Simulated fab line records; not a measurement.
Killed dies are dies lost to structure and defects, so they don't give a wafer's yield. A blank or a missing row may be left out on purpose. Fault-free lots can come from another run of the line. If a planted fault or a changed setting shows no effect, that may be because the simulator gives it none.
What tool caused it?	flow nand-harc	72 wafers from 24 lots sampled at 6 of the route's 1302 steps

## WHAT EACH GAUGE READ, for each wafer
NHARC_P_BONDPAD_CD_MEAS_09: the cd target is 500 nm. Usual: 500.5 nm for cd-nm, sd 1.3.
lot	measured	on	cd-nm (nm)	flag
L074	day 6 16:03	cd-sem-03	501.8 499.6 499.8	
L076	day 7 06:19	cd-sem-01	499.0 500.3 500.5	
L075	day 7 06:55	cd-sem-02	501.2 500.0 500.5	
L077	day 7 18:01	cd-sem-03	500.8 500.5 500.3	
L078	day 8 07:03	cd-sem-03	498.8 499.1 500.0	
L079	day 8 17:53	cd-sem-01	501.8 502.6 500.3	
L080	day 9 01:03	cd-sem-03	499.1 499.4 499.6	
L081	day 9 16:36	cd-sem-02	500.8 502.2 499.4	
L082	day 9 17:35	cd-sem-02	500.4 500.6 499.8	
L083	day 10 07:20	cd-sem-01	500.3 501.3 501.4	
L084	day 10 16:00	cd-sem-01	500.0 500.6 501.4	
L085	day 11 05:47	cd-sem-03	500.7 500.6 499.6	
L086	day 11 09:13	cd-sem-02	502.4 499.9 501.7	
L087	day 11 22:22	cd-sem-03	503.7 501.0 502.8	
L089	day 12 16:41	cd-sem-02	498.9 499.9 500.7	
L088	day 12 22:29	cd-sem-02	500.2 499.9 499.2	
L090	day 13 05:10	cd-sem-03	500.4 500.3 499.3	
L091	day 13 20:31	cd-sem-02	501.5 503.1 502.1	
L092	day 14 06:39	cd-sem-02	498.6 498.6 501.2	
L093	day 14 11:49	cd-sem-01	501.3 502.7 500.7	
L094	day 14 22:27	cd-sem-02	499.6 498.7 499.2	
L095	day 15 04:09	cd-sem-02	499.9 501.7 500.2	
L097	day 16 02:20	cd-sem-01	501.0 500.8 500.6	
L096	day 17 03:55	cd-sem-01	500.2 500.8 499.3	

NHARC_A_ONON_D1_THK_MEAS_05: measures by ellipsometry. Usual: 1001 nm for thk-nm, sd 7.9.
lot	measured	on	thk-nm (nm)	flag
L074	day 7 18:43	film-metro-02	1007 1004 1006	
L076	day 8 13:36	film-metro-02	986 987 989	
L075	day 8 13:35	film-metro-01	987 985 985	
L077	day 8 20:47	film-metro-01	1016 1016 1016	
L078	day 9 12:19	film-metro-01	1008 1009 1007	
L079	day 9 20:22	film-metro-02	1003 1004 1005	
L080	day 10 05:01	film-metro-02	1009 1009 1009	
L081	day 10 19:49	film-metro-02	1011 1013 1011	
L082	day 10 19:50	film-metro-01	1011 1010 1009	
L083	day 11 10:12	film-metro-01	1000 1000 998	
L084	day 11 19:07	film-metro-01	997 996 999	
L085	day 12 12:20	film-metro-02	1003 1002 1002	
L086	day 12 12:07	film-metro-01	1010 1012 1010	
L087	day 13 05:32	film-metro-02	1000 999 999	
L089	day 13 19:41	film-metro-02	1003 1004 1002	
L088	day 14 00:55	film-metro-01	1001 1000 998	
L090	day 14 17:14	film-metro-01	996 995 995	
L091	day 15 03:52	film-metro-02	1007 1007 1006	
L092	day 15 09:43	film-metro-01	995 995 997	
L093	day 15 15:05	film-metro-02	1006 1007 1007	
L094	day 16 00:59	film-metro-01	993 993 992	
L095	day 16 09:56	film-metro-01	996 996 997	
L097	day 17 04:53	film-metro-02	997 998 996	
L096	day 18 08:46	film-metro-01	988 987 988	

## WHICH TOOL RAN EACH LOT (tool, then ch and the chambers of the sampled wafers, then the start)
lot	NHARC_P_M2_ETCH_28	NHARC_P_M2_PRE_CLEAN_30	NHARC_P_M2_PVD_20	NHARC_P_M2_DEP_33
L074	rie-diel-13 ch 0,1, day 6 14:25 or earlier	pvd-sputter-03, day 6 14:25 or earlier	pvd-sputter-03, day 6 14:25 or earlier	pecvd-02 ch 0,2, day 6 14:25
L076	rie-diel-06 ch 0,1,2, day 7 04:40 or earlier	pvd-sputter-01, day 7 04:40 or earlier	pvd-sputter-01, day 7 04:40 or earlier	pecvd-03 ch 0,1,2, day 7 04:40
L075	rie-diel-06 ch 0,1,2, day 7 05:25 or earlier	pvd-sputter-03, day 7 05:25 or earlier	pvd-sputter-03, day 7 05:25 or earlier	pecvd-02 ch 1,2, day 7 05:25
L077	rie-diel-05 ch 1,2,3, day 7 16:26 or earlier	pvd-sputter-02, day 7 16:26 or earlier	pvd-sputter-02, day 7 16:26 or earlier	pecvd-02 ch 0,1, day 7 16:26
L078	rie-diel-06 ch 0,1,2, day 8 05:31 or earlier	pvd-sputter-01, day 8 05:31 or earlier	pvd-sputter-01, day 8 05:31 or earlier	pecvd-01 ch 0,1,2, day 8 05:31
L079	rie-diel-05 ch 0,1,3, day 8 16:15 or earlier	pvd-sputter-02, day 8 16:15 or earlier	pvd-sputter-02, day 8 16:15 or earlier	pecvd-01 ch 0,1, day 8 16:15
L080	rie-diel-06 ch 0,1,2, day 8 23:32 or earlier	pvd-sputter-01, day 8 23:32 or earlier	pvd-sputter-01, day 8 23:32 or earlier	pecvd-02 ch 0,1,2, day 8 23:32
L081	rie-diel-06 ch 0,3, day 9 14:58 or earlier	pvd-sputter-03, day 9 14:58 or earlier	pvd-sputter-03, day 9 14:58 or earlier	pecvd-03 ch 1,2, day 9 14:58
L082	rie-diel-05 ch 1,3, day 9 15:58 or earlier	pvd-sputter-02, day 9 15:58 or earlier	pvd-sputter-02, day 9 15:58 or earlier	pecvd-01 ch 0,2, day 9 15:58
L083	rie-diel-13 ch 1,2,3, day 10 05:39 or earlier	pvd-sputter-03, day 10 05:39 or earlier	pvd-sputter-03, day 10 05:39 or earlier	pecvd-02 ch 0,1,2, day 10 05:39
L084	rie-diel-13 ch 1,2,3, day 10 14:31 or earlier	pvd-sputter-02, day 10 14:31 or earlier	pvd-sputter-02, day 10 14:31 or earlier	pecvd-03 ch 0,1,2, day 10 14:31
L085	rie-diel-06 ch 0,1,3, day 11 04:11 or earlier	pvd-sputter-02, day 11 04:11 or earlier	pvd-sputter-02, day 11 04:11 or earlier	pecvd-03 ch 1,2, day 11 04:11
L086	rie-diel-06 ch 1,2,3, day 11 07:41 or earlier	pvd-sputter-02, day 11 07:41 or earlier	pvd-sputter-02, day 11 07:41 or earlier	pecvd-01 ch 0,1,2, day 11 07:41
L087	rie-diel-05 ch 0,2,3, day 11 20:45 or earlier	pvd-sputter-01, day 11 20:45 or earlier	pvd-sputter-01, day 11 20:45 or earlier	pecvd-03 ch 0,1,2, day 11 20:45
L089	rie-diel-05 ch 0,1,3, day 12 15:07 or earlier	pvd-sputter-02, day 12 15:07 or earlier	pvd-sputter-02, day 12 15:07 or earlier	pecvd-02 ch 1,2, day 12 15:07
L088	rie-diel-05 ch 0,2,3, day 12 20:58 or earlier	pvd-sputter-01, day 12 20:58 or earlier	pvd-sputter-01, day 12 20:58 or earlier	pecvd-01 ch 0,1,2, day 12 20:58
L090	rie-diel-05 ch 2,3, day 13 03:31 or earlier	pvd-sputter-01, day 13 03:31 or earlier	pvd-sputter-01, day 13 03:31 or earlier	pecvd-02 ch 0,2, day 13 03:31
L091	rie-diel-05 ch 1,3, day 13 18:53 or earlier	pvd-sputter-01, day 13 18:53 or earlier	pvd-sputter-01, day 13 18:53 or earlier	pecvd-01 ch 0,1, day 13 18:53
L092	rie-diel-05 ch 0,1,3, day 14 05:02 or earlier	pvd-sputter-01, day 14 05:02 or earlier	pvd-sputter-01, day 14 05:02 or earlier	pecvd-02 ch 0,2, day 14 05:02
L093	rie-diel-13 ch 0,1,2, day 14 10:21 or earlier	pvd-sputter-02, day 14 10:21 or earlier	pvd-sputter-02, day 14 10:21 or earlier	pecvd-02 ch 0,1, day 14 10:21
L094	rie-diel-05 ch 1,2, day 14 20:58 or earlier	pvd-sputter-02, day 14 20:58 or earlier	pvd-sputter-02, day 14 20:58 or earlier	pecvd-03 ch 1,2, day 14 20:58
L095	rie-diel-06 ch 1,3, day 15 02:31 or earlier	pvd-sputter-02, day 15 02:31 or earlier	pvd-sputter-02, day 15 02:31 or earlier	pecvd-02 ch 0,2, day 15 02:31
L097	rie-diel-06 ch 0,2,3, day 16 00:38 or earlier	pvd-sputter-03, day 16 00:38 or earlier	pvd-sputter-03, day 16 00:38 or earlier	pecvd-03 ch 0,1, day 16 00:38
L096	rie-diel-06 ch 1,3, day 17 02:18 or earlier	pvd-sputter-01, day 17 02:18 or earlier	pvd-sputter-01, day 17 02:18 or earlier	pecvd-01 ch 0,2, day 17 02:18
- NHARC_P_M2_ETCH_28: etches the open film in CF4/N2, target depth 30 nm, time 72.99 s.
- NHARC_P_M2_PRE_CLEAN_30: time 30 s.
- NHARC_P_M2_PVD_20: deposits TaN, target thk 5 nm, time 8.06 s.
- NHARC_P_M2_DEP_33: deposits SiCN, target thk 30 nm.

## AS READ BY THE TOOLS THEMSELVES (means over the sampled wafers that have a number; for cases with no such wafer, the mark the record gives instead)
NHARC_P_M2_ETCH_28. Usual: bias-w 100.0 W (standard deviation 0.31); drypump-motor-current-A 5.7 A (standard deviation 0.5); mfc-ar-sccm 150.0 sccm (standard deviation 0.41); oes-product-au 0.998 a.u. (standard deviation 0.0083); rf-vpp-V 313.0 V (standard deviation 1.9); showerhead-plenum-p-Torr 2.56 Torr (standard deviation 0.097); throttle-valve-pct 19.794 % (standard deviation 0.0085).
lot	tool	bias-w (W)	drypump-motor-current-A (A)	mfc-ar-sccm (sccm)	oes-product-au (a.u.)	rf-vpp-V (V)	showerhead-plenum-p-Torr (Torr)	throttle-valve-pct (%)	flag
L074	rie-diel-13	99.8	5.1	149.7	1.003	312.4	2.52	19.799	
L076	rie-diel-06	100.0	5.7	150.3	1.004	313.2	2.56	19.791	
L075	rie-diel-06	100.1	5.7	149.8	1.007	313.3	2.55	19.789	
L077	rie-diel-05	100.0	5.8	150.0	1.004	313.4	2.55	19.799	
L078	rie-diel-06	99.7	5.6	149.9	1.002	312.0	2.55	19.788	
L079	rie-diel-05	100.1	5.7	149.4	0.997	314.2	2.63	19.785	
L080	rie-diel-06	99.9	5.6	149.7	1.006	312.7	2.55	19.795	
L081	rie-diel-06	100.2	5.5	150.0	1.002	310.3	2.47	19.794	
L082	rie-diel-05	99.9	5.9	149.9	0.996	312.8	2.54	19.798	
L083	rie-diel-13	99.8	5.5	149.8	1.004	313.2	2.55	19.801	
L084	rie-diel-13	100.2	5.5	150.0	0.992	312.9	2.55	19.793	
L085	rie-diel-06	99.7	5.8	149.9	1.000	311.4	2.48	19.795	
L086	rie-diel-06	100.0	5.6	149.9	1.003	313.1	2.55	19.789	
L087	rie-diel-05	100.0	5.7	150.2	0.995	314.5	2.64	19.803	
L089	rie-diel-05	99.9	5.7	150.0	0.992	315.2	2.62	19.801	
L088	rie-diel-05	100.1	5.7	150.0	0.991	313.9	2.64	19.790	
L090	rie-diel-05	99.9	5.8	150.6	0.995	313.4	2.56	19.792	
L091	rie-diel-05	100.0	5.9	150.1	0.982	312.8	2.53	19.804	
L092	rie-diel-05	100.0	5.7	150.2	0.985	313.5	2.62	19.796	
L093	rie-diel-13	100.3	5.1	149.7	1.005	313.1	2.56	19.797	
L094	rie-diel-05	100.2	6.2	150.2	0.987	311.7	2.51	19.791	
L095	rie-diel-06	100.1	5.8	150.1	0.994	311.5	2.47	19.800	
L097	rie-diel-06	100.0	5.3	150.4	1.002	312.7	2.54	19.796	
L096	rie-diel-06	99.7	6.1	150.4	0.989	311.4	2.48	19.790	

NHARC_P_M2_PRE_CLEAN_30. Usual: 412 W for heater-power-w, sd 39.
lot	tool	heater-power-w (W)	flag
L074	pvd-sputter-03	415	
L076	pvd-sputter-01	413	
L075	pvd-sputter-03	436	
L077	pvd-sputter-02	392	
L078	pvd-sputter-01	401	
L079	pvd-sputter-02	418	
L080	pvd-sputter-01	397	
L081	pvd-sputter-03	426	
L082	pvd-sputter-02	415	
L083	pvd-sputter-03	389	
L084	pvd-sputter-02	417	
L085	pvd-sputter-02	417	
L086	pvd-sputter-02	423	
L087	pvd-sputter-01	395	
L089	pvd-sputter-02	420	
L088	pvd-sputter-01	433	
L090	pvd-sputter-01	452	
L091	pvd-sputter-01	432	
L092	pvd-sputter-01	398	
L093	pvd-sputter-02	436	
L094	pvd-sputter-02	424	
L095	pvd-sputter-02	390	
L097	pvd-sputter-03	413	
L096	pvd-sputter-01	393	

NHARC_P_M2_PVD_20. Usual: chamber-pressure-pa 0.12003 Pa, standard deviation 0.00023; throttle-valve-pct 30.4 %, standard deviation 1.2.
lot	tool	chamber-pressure-pa (Pa)	throttle-valve-pct (%)	flag
L074	pvd-sputter-03	0.12007	31.3	
L076	pvd-sputter-01	0.12010	29.5	
L075	pvd-sputter-03	0.12008	31.6	
L077	pvd-sputter-02	0.12015	30.3	
L078	pvd-sputter-01	0.11994	30.0	
L079	pvd-sputter-02	0.11992	30.5	
L080	pvd-sputter-01	0.11998	28.7	
L081	pvd-sputter-03	0.11990	31.5	
L082	pvd-sputter-02	0.12018	30.6	
L083	pvd-sputter-03	0.11991	31.8	
L084	pvd-sputter-02	0.12009	30.0	
L085	pvd-sputter-02	0.12015	30.5	
L086	pvd-sputter-02	0.11972	30.1	
L087	pvd-sputter-01	0.12003	29.3	
L089	pvd-sputter-02	0.11985	30.2	
L088	pvd-sputter-01	0.11988	29.7	
L090	pvd-sputter-01	0.12012	29.6	
L091	pvd-sputter-01	0.11997	29.9	
L092	pvd-sputter-01	0.11967	29.3	
L093	pvd-sputter-02	0.12023	30.4	
L094	pvd-sputter-02	0.12028	30.6	
L095	pvd-sputter-02	0.12027	30.8	
L097	pvd-sputter-03	0.12010	31.3	
L096	pvd-sputter-01	0.11994	30.5	

NHARC_P_M2_DEP_33. Usual: heater-power-w 592 W, standard deviation 86; showerhead-vpp-V 1323 V, standard deviation 77.
lot	tool	heater-power-w (W)	showerhead-vpp-V (V)	flag
L074	pecvd-02	549	1349	
L076	pecvd-03	592	1309	
L075	pecvd-02	579	1394	
L077	pecvd-02	647	1271	
L078	pecvd-01	534	1326	
L079	pecvd-01	565	1365	
L080	pecvd-02	577	1332	
L081	pecvd-03	616	1354	
L082	pecvd-01	570	1302	
L083	pecvd-02	605	1337	
L084	pecvd-03	625	1304	
L085	pecvd-03	654	1376	
L086	pecvd-01	543	1329	
L087	pecvd-03	605	1307	
L089	pecvd-02	581	1402	
L088	pecvd-01	564	1325	
L090	pecvd-02	579	1339	
L091	pecvd-01	584	1356	
L092	pecvd-02	557	1356	
L093	pecvd-02	712	1260	
L094	pecvd-03	686	1342	
L095	pecvd-02	594	1346	
L097	pecvd-03	517	1329	
L096	pecvd-01	484	1319	

## THE ANSWER, worked out from the rows above alone
Rule: lot off if the mean of its wafers having a number is beyond 3 standard deviations from the usual mean. Also off: a lot with no number at a reading for which 4 or more lots have one. The other lots that the step has rows for count as sound. After the gauges, taken in route order, come the tools' own readings; for these a lot's mean is taken, as printed above. The first step at which some lot is off is used, and at that step the reading that is off furthest; a lot without a number counts as furthest.
No lot is off on any of the readings shown, so nothing can be concluded from this.

## WHAT HAD BEEN PUT IN BY THE SIMULATOR
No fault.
